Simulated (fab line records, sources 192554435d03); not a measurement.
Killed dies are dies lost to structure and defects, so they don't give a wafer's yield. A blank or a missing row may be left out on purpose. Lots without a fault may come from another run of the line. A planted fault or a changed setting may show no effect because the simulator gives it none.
Chamber matching | flow n5_finfet | N5_BEOL_M9_ETCH_62 on rie_diel-06: 4 sister chambers
The step etches SOC in N2/H2, target depth 110 nm, overetch 22 nm, time 165 s. 18 wafers are shown with their chamber, then 9 later ones without.

WAFERS WITH THEIR CHAMBER
wafer  | chamber | showerhead_plenum_p_Torr (Torr) | oes_product_au (a.u.) | drypump_motor_current_A (A)
L076.1 | 3       | 2.54                            | 0.65                  | 6.3
L076.3 | 1       | 2.60                            | 0.73                  | 6.2
L076.4 | 2       | 2.62                            | 0.59                  | 6.2
L082.2 | 0       | 2.53                            | 0.63                  | 6.1
L082.3 | 2       | 2.61                            | 0.58                  | 6.2
L082.4 | 1       | 2.60                            | 0.72                  | 6.2
L085.4 | 0       | 2.53                            | 0.62                  | 6.2
L085.5 | 3       | 2.53                            | 0.63                  | 6.2
L085.6 | 2       | 2.61                            | 0.85                  | 6.2
L088.2 | 2       | 2.61                            | 0.84                  | 6.2
L088.4 | 2       | 2.61                            | 0.84                  | 6.2
L088.6 | 0       | 2.53                            | 0.62                  | 6.1
L089.1 | 3       | 2.53                            | 0.63                  | 6.3
L089.4 | 2       | 2.61                            | 0.83                  | 6.2
L089.6 | 0       | 2.53                            | 0.61                  | 6.2
L086.1 | 3       | 2.53                            | 0.62                  | 6.2
L086.4 | 0       | 2.53                            | 0.62                  | 6.2
L086.5 | 1       | 2.59                            | 0.70                  | 6.2

SIGNATURES (means of the wafers above)
reading                  | chamber 0 | chamber 1 | chamber 2 | chamber 3 | scatter within a chamber
showerhead_plenum_p_Torr | 2.5300    | 2.5967    | 2.6117    | 2.5325    | 0.00401
oes_product_au           | 0.6200    | 0.7167    | 0.7550    | 0.6325    | 0.0793
drypump_motor_current_A  | 6.160     | 6.200     | 6.200     | 6.250     | 0.0396
Rule: a wafer's distance from a chamber is the root of the sum, over the readings, of the square of ((its reading less the chamber's mean) divided by the reading's scatter). The wafer belongs to the nearest chamber; if the next one is less than 2 further off, it can't be placed. The scatter: the root of (the sum of the squares of (reading less its chamber's mean) over the shown wafers, divided by (wafers less chambers)).

WAFERS WITHOUT THEIR CHAMBER
wafer  | showerhead_plenum_p_Torr (Torr) | oes_product_au (a.u.) | drypump_motor_current_A (A)
L090.2 | 2.59                            | 0.69                  | 6.2
L090.3 | 2.60                            | 0.80                  | 6.2
L090.4 | 2.52                            | 0.62                  | 6.1
L095.2 | 2.59                            | 0.69                  | 6.2
L095.3 | 2.53                            | 0.63                  | 6.2
L095.6 | 2.60                            | 0.81                  | 6.1
L096.3 | 2.52                            | 0.61                  | 6.1
L096.4 | 2.52                            | 0.62                  | 6.3
L096.6 | 2.52                            | 0.60                  | 6.1

WHICH CHAMBER EACH WENT THROUGH
wafer  | from the rows above     | in truth
L090.2 | 1                       | 1
L090.3 | can't be placed: 1 or 2 | 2
L090.4 | can't be placed: 0 or 3 | 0
L095.2 | 1                       | 1
L095.3 | can't be placed: 0 or 3 | 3
L095.6 | can't be placed: 1 or 2 | 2
L096.3 | can't be placed: 0 or 3 | 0
L096.4 | can't be placed: 3 or 0 | 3
L096.6 | can't be placed: 0 or 3 | 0
Placed correctly: 2 of 9. Can't be placed from these rows: 7 (the true chamber is among the candidates in 7). Placed wrongly: 0.
